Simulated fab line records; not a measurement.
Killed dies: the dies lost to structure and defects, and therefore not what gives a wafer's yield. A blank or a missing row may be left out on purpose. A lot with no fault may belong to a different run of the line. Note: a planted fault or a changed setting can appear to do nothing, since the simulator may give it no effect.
Split-lot study + flow n5 finfet + 21 wafers read across 7 lots, on a route 1938 steps long

== SPLIT DETAILS ==
At N5_FIN_CUT_EXPOSE_05 (exposes mask FIN CUT), the setting dose mj was moved away from the recipe's 45.75 on 6 of the 21 wafers read, by -6.2% to +3.8%. The other wafers ran this setting at the recipe's value.

== FROM THE SPLIT TO THE READING: what the file shows between them, 3 steps ==
- N5_FIN_CUT_PEB_06: peb time 60 s
- N5_FIN_CUT_DEVELOP_07: develop time 30 s
- N5_FIN_CUT_DESCUM_13: chemistry O2, time 7 s

== THE READING ==
FIN_CUT.cd offset nm (the simulator's own value, which no gauge read), in nm, at N5_FIN_CUT_ETCH_30 (etches underlayer in N2/H2, target depth 13 nm, time 10.4 s). No usual value for it is given in the file. The 15 wafers here that ran the recipe average -0.2 nm, standard deviation 0.17 nm.

| wafer  | tool, chamber at the split | dose mj as run | against the recipe | FIN_CUT.cd offset nm, nm | against lot-mates on the recipe |
|--------|----------------------------|----------------|--------------------|--------------------------|---------------------------------|
| L077.1 | euv scanner-01, 0          | 43.14          | -5.7%              | -1.2                     | -0.8                            |
| L077.2 | euv scanner-01, 0          | 45.75          | recipe             | -0.4                     | -                               |
| L077.5 | euv scanner-01, 0          | 45.75          | recipe             | -0.4                     | -                               |
| L078.1 | euv scanner-01, 0          | 45.75          | recipe             | -0.4                     | -                               |
| L078.2 | euv scanner-01, 0          | 45.75          | recipe             | -0.4                     | -                               |
| L078.4 | euv scanner-01, 0          | 45.75          | recipe             | -0.4                     | -                               |
| L079.2 | euv scanner-02, 0          | 44.84          | -2.0%              | -0.4                     | -0.2                            |
| L079.5 | euv scanner-02, 0          | 44.84          | -2.0%              | -0.4                     | -0.2                            |
| L079.6 | euv scanner-02, 0          | 45.75          | recipe             | -0.2                     | -                               |
| L080.3 | euv scanner-02, 0          | 47.5           | +3.8%              | 0.6                      | +0.6                            |
| L080.4 | euv scanner-02, 0          | 45.75          | recipe             | 0                        | -                               |
| L080.6 | euv scanner-02, 0          | 47.5           | +3.8%              | 0.4                      | +0.4                            |
| L085.2 | euv scanner-01, 0          | 45.75          | recipe             | 0                        | -                               |
| L085.6 | euv scanner-01, 0          | 45.75          | recipe             | 0                        | -                               |
| L085.5 | euv scanner-01, 0          | 42.93          | -6.2%              | -1.2                     | -1.2                            |
| L092.3 | euv scanner-01, 0          | 45.75          | recipe             | -0.2                     | -                               |
| L092.4 | euv scanner-01, 0          | 45.75          | recipe             | -0.2                     | -                               |
| L092.6 | euv scanner-01, 0          | 45.75          | recipe             | -0.2                     | -                               |
| L094.2 | euv scanner-02, 0          | 45.75          | recipe             | -0.4                     | -                               |
| L094.3 | euv scanner-02, 0          | 45.75          | recipe             | 0                        | -                               |
| L094.6 | euv scanner-02, 0          | 45.75          | recipe             | 0                        | -                               |

FIT RESULTS
A straight line over all 21 wafers: FIN_CUT.cd offset nm changes by +0.168 nm for each +1% of dose mj; r = +0.92; the points scatter about the line by 0.16 nm.
The same after taking each lot's own level away (the mean of its wafers on the recipe; 21 wafers): +0.153 nm for each +1%; r = +0.96; scatter 0.11 nm.
The reading moves by 0.95 nm for the largest change in dose mj, on that fit.
Measured against the standard deviation above, the lots' own levels, which go from -0.40 to 0.00 nm, span 2.3 times it.
Consequently the slope shifts little with the lot-to-lot level, the two slopes agreeing.
Check: -0.809 nm against its lot-mates is what the line predicts for one of the wafers moved furthest among these (-6.2%) when that wafer is left out of the fit. It came out at -1.2 nm against them.

== OTHER SPLITS APPLIED TO THESE WAFERS ==
Note: prior to the reading, these wafers also went through further splits. Each is held against what the fit with the lots' levels taken away leaves over:
| other split on the same wafers | wafers away from the commonest value | r with FIN_CUT.cd offset nm (lot level and that fit taken away) |
|--------------------------------|--------------------------------------|-----------------------------------------------------------------|
| N5_WELL_APT_COAT_02 spin rpm   | 7                                    | +0.04                                                           |
| N5_FIN_SAQP_ETCH_65 time s     | 7                                    | +0.37                                                           |
| N5_FIN_CUT_COAT_19 spin rpm    | 6                                    | -0.21                                                           |

== THE FILE'S OWN FIT ==
FIN_CUT.cd offset nm changes by +0.16 nm for each +1% of dose mj, r = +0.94.
